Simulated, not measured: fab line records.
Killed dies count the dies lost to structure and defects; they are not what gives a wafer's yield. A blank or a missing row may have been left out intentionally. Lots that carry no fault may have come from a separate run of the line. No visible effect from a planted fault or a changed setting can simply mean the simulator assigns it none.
fab line records || flow n5Finfet
record: {"lots": 4, "wafers": 12, "lastDay": 15}
route steps=1938 shown WELL_APT@39 PMOS_HMC_CHANNEL_EPI@57 BEOL_M4@1111 PASSIVATION@1936
lots with no fault: from the same line, run without faults
startH: the number of hours between the record's first day and the start of the first shown wafer of the lot || waitH: hours elapsed since this lot's preceding step || " as in the row above || L1.1+2: a row that stands for several wafers || - either no value or no given start || * or withheld: withheld || < > ~ a bound
route shown NAME@n: NAME is a module with steps in the file, n the number in the route of the first one || usual: average and standard deviation across the fault-free wafers || same: alike in all rows || chamber/n: place in a boat || sites: the reading at each site || _std_site: standard deviation across them || _edge_site: inner sites' mean taken away from outer sites' mean || radiusMm: for every site, how far away it sits from the centre of the wafer || mask NAME#n: copy n || behind: the tool/chamber that last shaped the wafer || hold: cause of the lot's hold/its duration in hours/its outcome || device: whichever transistor did not switch (one of n, p or np) || end of line: at the end of the route, the tests of the same wafers || step lacking rows: just its recipe || killed: count of dies lost to structure and defects at first sort (not the wafer's yield) || map: a wafer's dies, marking killed ones x, the rest . and places with no die _
set.NAME: the run value of the setting; set.NAME@STEP: its run value at that earlier step || model.NAME: the simulator's own value behind a step, which no gauge read
lots at some steps of the route; a table a step, a row a wafer
services: from which hour (startH, from the record's first day; less than 0 if before it) a tool's chamber was out of use, for how many hours, and why
== steps ==
step: N5_WELL_APT_EXPOSE_22
recipe: {"maskId": "PWELL", "na": 0.8, "sourceShape": "conventional", "sigmaOuter": 0.8, "polarization": "unpolarized", "defocusNm": 0, "targetCdNm": 200, "doseMj": 23.2}
step: N5_WELL_APT_PEB_23
recipe: {"pebTempC": 130, "pebTimeS": 90}
step: N5_WELL_APT_DEVELOP_24
recipe: {"developTimeS": 45, "rinseLiquid": "surfactantRinse", "dry": "airSpin", "devTempC": 21}
step: N5_WELL_APT_HARDBAKE_29
recipe: {"tempC": 130, "timeS": 120}
step: N5_WELL_APT_DESCUM_30
recipe: {"chemistry": "O2", "timeS": 7.9, "sourcePowerW": 50, "biasPowerW": 20, "pressureMtorr": 20, "rfFrequencyHz": 2.712e+07, "tempC": 40, "o2FlowSccm": 225}
step: N5_WELL_APT_IMPLANT_31
recipe: {"species": "B", "energyKev": 60, "doseCm2": 1.5e+13, "tiltDeg": 0, "rotationDeg": 0}
step: N5_WELL_APT_IMPLANT_32
recipe: {"species": "BF2", "energyKev": 50, "doseCm2": 2e+13, "tiltDeg": 0, "rotationDeg": 0}
step: N5_WELL_APT_STRIP_33
recipe: {"chemistry": "SPM", "timeS": 900, "tempC": 130, "h2so4H2o2VolRatio": 4, "dry": "ipaMarangoni"}
step: N5_WELL_APT_RTA_34
recipe: {"tempC": 1000, "timeS": 10, "ambient": "N2", "idleTempC": 600, "rampUpCPerS": 150, "rampDownCPerS": 60, "coolToC": 600}
step: N5_WELL_APT_OXIDE_STRIP_42
recipe: {"chemistry": "dHF", "dilution": "25:1", "timeS": 45, "tempC": 25, "target": "SiO2", "targetDepthA": 120}
usual: {"tempC": "25.00/0.12"}
{"lot.wafer": "L975.1", "tool": "wetBench-03", "chamber": 2, "startH": 52.34, "waitH": 0.1, "tempC": 24.92}
{"lot.wafer": "L975.2", "tool": "wetBench-03", "chamber": 4, "startH": 52.34, "waitH": 0.1, "tempC": 24.97}
{"lot.wafer": "L975.6", "tool": "wetBench-03", "chamber": 1, "startH": 52.34, "waitH": 0.1, "tempC": 25.11}
{"lot.wafer": "L982.4", "tool": "wetBench-06", "chamber": 2, "startH": 93.77, "waitH": 0.1, "tempC": 24.83}
{"lot.wafer": "L982.5", "tool": "wetBench-06", "chamber": 3, "startH": 93.77, "waitH": 0.1, "tempC": 25.05}
{"lot.wafer": "L982.6", "tool": "wetBench-06", "chamber": 7, "startH": 93.77, "waitH": 0.1, "tempC": 25.10}
{"lot.wafer": "L983.1", "tool": "wetBench-03", "chamber": 6, "startH": 99.87, "waitH": 0.1, "tempC": 24.98}
{"lot.wafer": "L983.3", "tool": "wetBench-03", "chamber": 4, "startH": 99.87, "waitH": 0.1, "tempC": 24.79}
{"lot.wafer": "L983.4", "tool": "wetBench-03", "chamber": 5, "startH": 99.87, "waitH": 0.1, "tempC": 24.84}
{"lot.wafer": "L984.2", "tool": "wetBench-03", "chamber": 2, "startH": 106.28, "waitH": 0.1, "tempC": 24.87}
{"lot.wafer": "L984.3", "tool": "wetBench-03", "chamber": 6, "startH": 106.28, "waitH": 0.1, "tempC": 24.95}
{"lot.wafer": "L984.5", "tool": "wetBench-03", "chamber": 1, "startH": 106.28, "waitH": 0.1, "tempC": 25.09}
step: N5_WELL_APT_PRECLEAN_36
recipe: {"chemistry": "O3/DIW", "timeS": 45, "tempC": 22, "o3Ppm": 10}
step: N5_WELL_APT_PRECLEAN_39
recipe: {"chemistry": "dHF", "timeS": 60, "dilution": "150:1", "tempC": 25}
step: N5_WELL_APT_SRD_37
recipe: {"dry": "ipaMarangoni", "doPpb": 5, "timeS": 30, "tempC": 23, "rinseLiquid": "diw"}
step: N5_WELL_APT_EPI_41
recipe: {"material": "Si", "targetThkA": 500, "tempC": 650, "precursor": "SiH4/H2", "pressureTorr": 20, "timeS": 297.7}
step: N5_WELL_APT_INSPECT_38
recipe: {"inspectInstrument": "darkfield", "mode": "postEpi"}
usual: {"rawDefectCount": "14/5.4"}
{"lot.wafer": "L975.1", "tool": "defectInspect-02", "chamber": "-", "startH": 53.27, "waitH": 0.7, "rawDefectCount": 4}
{"lot.wafer": "L975.2", "tool": "defectInspect-02", "chamber": "-", "startH": 53.27, "waitH": 0.7, "rawDefectCount": 4}
{"lot.wafer": "L975.6", "tool": "defectInspect-02", "chamber": "-", "startH": 53.27, "waitH": 0.7, "rawDefectCount": 10}
{"lot.wafer": "L982.4", "tool": "defectInspect-02", "chamber": "-", "startH": 94.51, "waitH": 0.2, "rawDefectCount": 12}
{"lot.wafer": "L982.5", "tool": "defectInspect-02", "chamber": "-", "startH": 94.51, "waitH": 0.2, "rawDefectCount": 8}
{"lot.wafer": "L982.6", "tool": "defectInspect-02", "chamber": "-", "startH": 94.51, "waitH": 0.2, "rawDefectCount": 13}
{"lot.wafer": "L983.1", "tool": "defectInspect-01", "chamber": "-", "startH": 100.61, "waitH": 0.5, "rawDefectCount": 1446}
{"lot.wafer": "L983.3", "tool": "defectInspect-01", "chamber": "-", "startH": 100.61, "waitH": 0.5, "rawDefectCount": 17}
{"lot.wafer": "L983.4", "tool": "defectInspect-01", "chamber": "-", "startH": 100.61, "waitH": 0.5, "rawDefectCount": 8}
{"lot.wafer": "L984.2", "tool": "defectInspect-01", "chamber": "-", "startH": 107.01, "waitH": 0.4, "rawDefectCount": 7}
{"lot.wafer": "L984.3", "tool": "defectInspect-01", "chamber": "-", "startH": 107.01, "waitH": 0.4, "rawDefectCount": 1370}
{"lot.wafer": "L984.5", "tool": "defectInspect-01", "chamber": "-", "startH": 107.01, "waitH": 0.4, "rawDefectCount": 13}
step: N5_PMOS_HMC_CHANNEL_EPI_HM_DEP_34
recipe: {"material": "SiO2", "targetThkA": 360, "tempC": 400, "precursor": "TEOS/O2", "pressureTorr": 6.5, "rfW": 900, "teosFlowSccm": 161.4, "gas": "O2", "flowSccm": 2650, "timeS": 6.9}
step: N5_PMOS_HMC_CHANNEL_EPI_COAT_31
recipe: {"resist": "BARC", "tempC": 205, "timeS": 60, "spinRpm": 1500, "resistThkNm": 66}
step: N5_PMOS_HMC_CHANNEL_EPI_COAT_03
recipe: {"resist": "CAR-ArF-block", "spinRpm": 1500, "resistThkNm": 205}
step: N5_PMOS_HMC_CHANNEL_EPI_EBR_05
recipe: {"solvent": "PGMEA", "ebrWidthMm": 1.5}
step: N5_PMOS_HMC_CHANNEL_EPI_SOFTBAKE_04
recipe: {"tempC": 110, "timeS": 60, "resist": "CAR-ArF-block"}
step: N5_PMOS_HMC_CHANNEL_EPI_EXPOSE_06
recipe: {"maskId": "PMOS_HMC_BLK", "na": 1.35, "sourceShape": "conventional", "sigmaOuter": 0.8, "polarization": "unpolarized", "targetCdNm": 240, "doseMj": 41}
step: N5_PMOS_HMC_CHANNEL_EPI_PEB_07
recipe: {"pebTempC": 110, "pebTimeS": 60, "resist": "CAR-ArF-block"}
step: N5_PMOS_HMC_CHANNEL_EPI_DEVELOP_08
recipe: {"developTimeS": 30, "developer": "TMAH", "resist": "CAR-ArF-block", "devTempC": 23, "rinseLiquid": "diw", "dry": "airSpin"}
step: N5_PMOS_HMC_CHANNEL_EPI_INSPECT_11
recipe: {"mode": "adi", "inspectInstrument": "macro"}
usual: {"rawDefectCount": "1.9/1.2"}
{"lot.wafer": "L975.1", "tool": "defectInspect-01", "chamber": "-", "startH": 53.76, "waitH": 0.0, "rawDefectCount": 0}
{"lot.wafer": "L975.2", "tool": "defectInspect-01", "chamber": "-", "startH": 53.76, "waitH": 0.0, "rawDefectCount": 2}
{"lot.wafer": "L975.6", "tool": "defectInspect-01", "chamber": "-", "startH": 53.76, "waitH": 0.0, "rawDefectCount": 1}
{"lot.wafer": "L982.4", "tool": "defectInspect-01", "chamber": "-", "startH": 94.88, "waitH": 0.0, "rawDefectCount": 1}
{"lot.wafer": "L982.5", "tool": "defectInspect-01", "chamber": "-", "startH": 94.88, "waitH": 0.0, "rawDefectCount": 4}
{"lot.wafer": "L982.6", "tool": "defectInspect-01", "chamber": "-", "startH": 94.88, "waitH": 0.0, "rawDefectCount": 1}
{"lot.wafer": "L983.1", "tool": "defectInspect-02", "chamber": "-", "startH": 101.12, "waitH": 0.0, "rawDefectCount": ">300"}
{"lot.wafer": "L983.3", "tool": "defectInspect-02", "chamber": "-", "startH": 101.12, "waitH": 0.0, "rawDefectCount": 0}
{"lot.wafer": "L983.4", "tool": "defectInspect-02", "chamber": "-", "startH": 101.12, "waitH": 0.0, "rawDefectCount": 2}
{"lot.wafer": "L984.2", "tool": "defectInspect-01", "chamber": "-", "startH": 107.52, "waitH": 0.0, "rawDefectCount": 1}
{"lot.wafer": "L984.3", "tool": "defectInspect-01", "chamber": "-", "startH": 107.52, "waitH": 0.0, "rawDefectCount": ">300"}
{"lot.wafer": "L984.5", "tool": "defectInspect-01", "chamber": "-", "startH": 107.52, "waitH": 0.0, "rawDefectCount": 2}
step: N5_PMOS_HMC_CHANNEL_EPI_DESCUM_14
recipe: {"chemistry": "O2", "timeS": 7.9, "sourcePowerW": 50, "biasPowerW": 20, "pressureMtorr": 20, "rfFrequencyHz": 2.712e+07, "tempC": 40, "resist": "CAR-ArF-block", "o2FlowSccm": 225}
step: N5_BEOL_M4_RC_MEAS_101
usual: {"DIBL_N": "36.3/1.4", "DIBL_P": "36.2/1.5", "IOFF_N": "0.160/0.021", "IOFF_P": "0.211/0.027", "ION_N": "676/7.7", "ION_P": "463/5.5", "SS_N": "71.4/0.57", "SS_P": "73.3/0.58", "VT_N": "249.3/2.5", "VT_P": "-250.1/2.6"}
{"lot.wafer": "L975.1", "tool": "prober-01", "chamber": 0, "startH": 204.77, "waitH": 0.0, "DIBL_N[mV/V]": 37.8, "DIBL_P[mV/V]": 36.9, "IOFF_N[nA/um]": 0.139, "IOFF_P[nA/um]": 0.218, "ION_N[uA/um]": 661, "ION_P[uA/um]": 465, "SS_N[mV/dec]": 71.1, "SS_P[mV/dec]": 73.7, "VT_N[mV]": 253.0, "VT_P[mV]": -249.2}
{"lot.wafer": "L975.2", "tool": "prober-01", "chamber": 0, "startH": 204.77, "waitH": 0.0, "DIBL_N[mV/V]": 36.9, "DIBL_P[mV/V]": 35.6, "IOFF_N[nA/um]": 0.127, "IOFF_P[nA/um]": 0.201, "ION_N[uA/um]": 669, "ION_P[uA/um]": 456, "SS_N[mV/dec]": 71.6, "SS_P[mV/dec]": 72.7, "VT_N[mV]": 254.3, "VT_P[mV]": -251.7}
{"lot.wafer": "L975.6", "tool": "prober-01", "chamber": 0, "startH": 204.77, "waitH": 0.0, "DIBL_N[mV/V]": 38.3, "DIBL_P[mV/V]": 36.7, "IOFF_N[nA/um]": 0.145, "IOFF_P[nA/um]": 0.214, "ION_N[uA/um]": 666, "ION_P[uA/um]": 457, "SS_N[mV/dec]": 71.7, "SS_P[mV/dec]": 72.5, "VT_N[mV]": 251.2, "VT_P[mV]": -251.0}
{"lot.wafer": "L983.1", "tool": "prober-01", "chamber": 0, "startH": 249.80, "waitH": 0.0, "DIBL_N[mV/V]": 35.4, "DIBL_P[mV/V]": 35.0, "IOFF_N[nA/um]": 0.166, "IOFF_P[nA/um]": 0.224, "ION_N[uA/um]": 673, "ION_P[uA/um]": 467, "SS_N[mV/dec]": 71.1, "SS_P[mV/dec]": 73.1, "VT_N[mV]": 247.3, "VT_P[mV]": -246.8}
{"lot.wafer": "L983.3", "tool": "prober-01", "chamber": 0, "startH": 249.80, "waitH": 0.0, "DIBL_N[mV/V]": 36.9, "DIBL_P[mV/V]": 36.7, "IOFF_N[nA/um]": 0.200, "IOFF_P[nA/um]": 0.249, "ION_N[uA/um]": 691, "ION_P[uA/um]": 475, "SS_N[mV/dec]": 71.4, "SS_P[mV/dec]": 74.5, "VT_N[mV]": 244.5, "VT_P[mV]": -247.0}
{"lot.wafer": "L983.4", "tool": "prober-01", "chamber": 0, "startH": 249.80, "waitH": 0.0, "DIBL_N[mV/V]": 37.2, "DIBL_P[mV/V]": 36.1, "IOFF_N[nA/um]": 0.185, "IOFF_P[nA/um]": 0.243, "ION_N[uA/um]": 686, "ION_P[uA/um]": 470, "SS_N[mV/dec]": 72.3, "SS_P[mV/dec]": 74.2, "VT_N[mV]": 243.0, "VT_P[mV]": -244.7}
{"lot.wafer": "L984.2", "tool": "prober-02", "chamber": 0, "startH": 260.93, "waitH": 0.2, "DIBL_N[mV/V]": 38.2, "DIBL_P[mV/V]": 36.8, "IOFF_N[nA/um]": 0.173, "IOFF_P[nA/um]": 0.255, "ION_N[uA/um]": 680, "ION_P[uA/um]": 475, "SS_N[mV/dec]": 72.0, "SS_P[mV/dec]": 73.2, "VT_N[mV]": 246.5, "VT_P[mV]": -247.3}
{"lot.wafer": "L984.3", "tool": "prober-02", "chamber": 0, "startH": 260.93, "waitH": 0.2, "DIBL_N[mV/V]": 39.0, "DIBL_P[mV/V]": 37.5, "IOFF_N[nA/um]": 0.184, "IOFF_P[nA/um]": 0.272, "ION_N[uA/um]": 672, "ION_P[uA/um]": 468, "SS_N[mV/dec]": 72.5, "SS_P[mV/dec]": 73.5, "VT_N[mV]": 247.7, "VT_P[mV]": -243.9}
{"lot.wafer": "L984.5", "tool": "prober-02", "chamber": 0, "startH": 260.93, "waitH": 0.2, "DIBL_N[mV/V]": 36.9, "DIBL_P[mV/V]": 35.7, "IOFF_N[nA/um]": 0.155, "IOFF_P[nA/um]": 0.238, "ION_N[uA/um]": 669, "ION_P[uA/um]": 465, "SS_N[mV/dec]": 71.5, "SS_P[mV/dec]": 73.7, "VT_N[mV]": 249.3, "VT_P[mV]": -247.5}
{"lot.wafer": "L982.4", "tool": "prober-01", "chamber": 0, "startH": 261.02, "waitH": 0.5, "DIBL_N[mV/V]": 35.5, "DIBL_P[mV/V]": 35.5, "IOFF_N[nA/um]": 0.155, "IOFF_P[nA/um]": 0.215, "ION_N[uA/um]": 680, "ION_P[uA/um]": 468, "SS_N[mV/dec]": 71.2, "SS_P[mV/dec]": 73.2, "VT_N[mV]": 253.7, "VT_P[mV]": -250.6}
{"lot.wafer": "L982.5", "tool": "prober-01", "chamber": 0, "startH": 261.02, "waitH": 0.5, "DIBL_N[mV/V]": 34.2, "DIBL_P[mV/V]": 35.0, "IOFF_N[nA/um]": 0.144, "IOFF_P[nA/um]": 0.199, "ION_N[uA/um]": 676, "ION_P[uA/um]": 468, "SS_N[mV/dec]": 70.8, "SS_P[mV/dec]": 72.9, "VT_N[mV]": 249.9, "VT_P[mV]": -249.5}
{"lot.wafer": "L982.6", "tool": "prober-01", "chamber": 0, "startH": 261.02, "waitH": 0.5, "DIBL_N[mV/V]": 35.5, "DIBL_P[mV/V]": 35.8, "IOFF_N[nA/um]": 0.159, "IOFF_P[nA/um]": 0.211, "ION_N[uA/um]": 679, "ION_P[uA/um]": 468, "SS_N[mV/dec]": 71.2, "SS_P[mV/dec]": 73.4, "VT_N[mV]": 251.2, "VT_P[mV]": -249.6}
step: N5_PASSIVATION_PROBE_49
usual: {"defectLimitedYield": "91.3/1.4", "killed_at_M0_to_M3": "34/10", "killed_at_M4_up": "13/4.8", "killedAtContacts": "12/6.1", "killedAtFrontEnd": "40/11", "killedAtOther": "3.7/2.8", "killedDies": "103/16", "killedOpen": "67/12", "killedShort": "34/7.4", "sort_bin_5_function": "5.1/0.95", "sort_bin_6_memory": "3.2/0.62", "sortNPass": "1077/16", "sortYieldPct": "91.3/1.4"}
same: {"grossDies": 1180, "killedAtBackSide": 0, "sort_bin_4_leakage[%]": 0, "sort_bin_8_speed[%]": 0}
{"lot.wafer": "L983.1", "tool": "prober-02", "chamber": "-", "startH": 360.97, "waitH": 0.0, "defectLimitedYield[%]": 77.6, "killed_at_M0_to_M3": 42, "killed_at_M4_up": 14, "killedAtContacts": 10, "killedAtFrontEnd": 198, "killedAtOther": 0, "killedDies": 264, "killedOpen": 72, "killedShort": 26, "sort_bin_5_function[%]": 13.1, "sort_bin_6_memory[%]": 5.1, "sortNPass": 916, "sortYieldPct[%]": 77.6}
{"lot.wafer": "L984.3", "tool": "prober-01", "chamber": "-", "startH": 368.72, "waitH": 0.1, "defectLimitedYield[%]": 81.5, "killed_at_M0_to_M3": 16, "killed_at_M4_up": 9, "killedAtContacts": 3, "killedAtFrontEnd": 187, "killedAtOther": 3, "killedDies": 218, "killedOpen": 47, "killedShort": 14, "sort_bin_5_function[%]": 10.5, "sort_bin_6_memory[%]": 3.6, "sortNPass": 962, "sortYieldPct[%]": 81.5}
killed by level:class
L983.1 WELL_APT:unspecified=163 STI_FIN_REVEAL:geometricParticle:open=10 BEOL_M2:geometricParticle:open=10 BEOL_M3:geometricParticle:open=9 MOL_CONTACT_COAG:geometricParticle:open=8 BEOL_M0_SAQP:geometricParticle:short=7 DUMMY_GATE:geometricParticle:open=5 BEOL_M0:geometricParticle:open=5
L984.3 WELL_APT:unspecified=155 FIN_SAQP:geometricParticle:open=8 STI_FIN_REVEAL:geometricParticle:open=6 DUMMY_GATE:geometricParticle:open=5 BEOL_M2:geometricParticle:open=5 MOL_CONTACT_COAG:geometricParticle:open=3 BEOL_M8:geometricParticle:open=3 BEOL_M3:geometricParticle:open=3
map L983.1 (x killed, . not)
_________________........x...________________
______________...x.............x_____________
___________....x.......x.x.........__________
__________..........x..............._________
________x............x........xx.....x_______
_______..........xx...............x....______
______...............x.................._____
_____............xx......x.......x.......____
____..................................x...___
___..xxxx.x...x.....x.....x...x........xx..__
___.xx.xxxxx..xx...........x.............x.__
__xx.xxxxxxxxxx.x..........x.x.............._
__xxxxxxxxxxxxxx.x.x.x...x......x..........._
_..xxxxxxxxxxxxxxxxx.........................
_xxxxxxxxxxxxxxxxx.x......x..x....x..........
_xxxxxxxxxxxxxxxxxx.....x.........x..........
_.xxxxxxxxxxxxxxxx..............xx...........
_..xxxxxxxxxxxxx.........x...................
_.xxxxxxxxxxxxxxxx.........x..x....x.x..x....
_....xxxxxxxxxxx..x.....x.......xx...........
_..x.xxxxxxxxxx..x.......x..x...x.x...x....x.
__....xxxxxx.xxx.......x.....x.............._
__x..x.......x..x................x..x....x.x_
___..............................x.x.......__
___..........................x.............__
____................x.............x.......___
_____.......x...........x..x............x____
______xx............x.x.......x........._____
_______...........x.......x............______
________.............................._______
__________...........x......x......._________
___________.........x.........x....__________
______________............xx..xx_____________
_________________............________________
map L984.3 (x killed, . not)
_________________............________________
______________.................._____________
___________..x..............x..x...__________
__________.......xx....x.......x...._________
________.............................._______
_______......x.........................______
______.....x.................x.........._____
_____..x.......x.............xx..........____
____.x.xx.......................x.......x.___
___...xxx.xxx..x.................x.........__
___xx.xxxxxxxxxx.......x..............x...x__
__....xxxxxxxxxxx.xx............x..........._
__.x..xxxxxxxxx............................._
_..xxxxxxxxxxxxxxx.xxx..x..........x.........
_x..xxxxxxxxxxxxx...............x............
_x.xxxxxxxxxxxxxxx.......x...................
_..xxxxxxxxxxxxx.x.........x.................
_.xxxxxxxxxxxxx.xx...............x..x........
_..x.xxxxxxxxxxxx................x...........
_..x.xxxxxxxxxxxxx.......x...................
_......xxxxxxx...........xx..................
__...xx.xx..........x......................._
__.x.....x.................................._
___.....................x..................__
___...........x.........x..........x.......__
____....x......................x..........___
_____.x...........xxx..x.................____
______......x.........x.x..............._____
_______................x...............______
________.............................._______
__________...............x.........._________
___________.......x.x..............__________
______________.x....xx.........._____________
_________________.x......x...________________
== services ==
{"tool": "wetBench-03", "chamber": "-", "startH": 41.85, "hours": 1.1, "kind": "repair"}
== key ==
firstSign: {"step": "N5_WELL_APT_INSPECT_38", "reading": "rawDefectCount", "direction": "up", "sigmas": "99+", "usual": 14, "struck": 1408}
effect: {"step": "N5_PMOS_HMC_CHANNEL_EPI_INSPECT_11", "reading": "rawDefectCount", "direction": "up", "sigmas": "99+", "usual": 1.9, "struck": ">300"}
effect: {"step": "N5_PASSIVATION_PROBE_49", "reading": "killedAtFrontEnd", "direction": "up", "sigmas": 14, "usual": 40, "struck": 192}
moreKillsBornAt: {"N5_WELL_APT_OXIDE_STRIP_42@wetBench-03": 318}
metAt N5_WELL_APT_OXIDE_STRIP_42
struckWafers L983.1,L984.3
fault: {"kind": "chamberParticleSource", "tool": "wetBench-03", "chamber": 6, "onsetH": 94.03, "steps": "N5_WELL_APT_OXIDE_STRIP_42", "ratePerVisitCm2": 2.1358, "endH": 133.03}
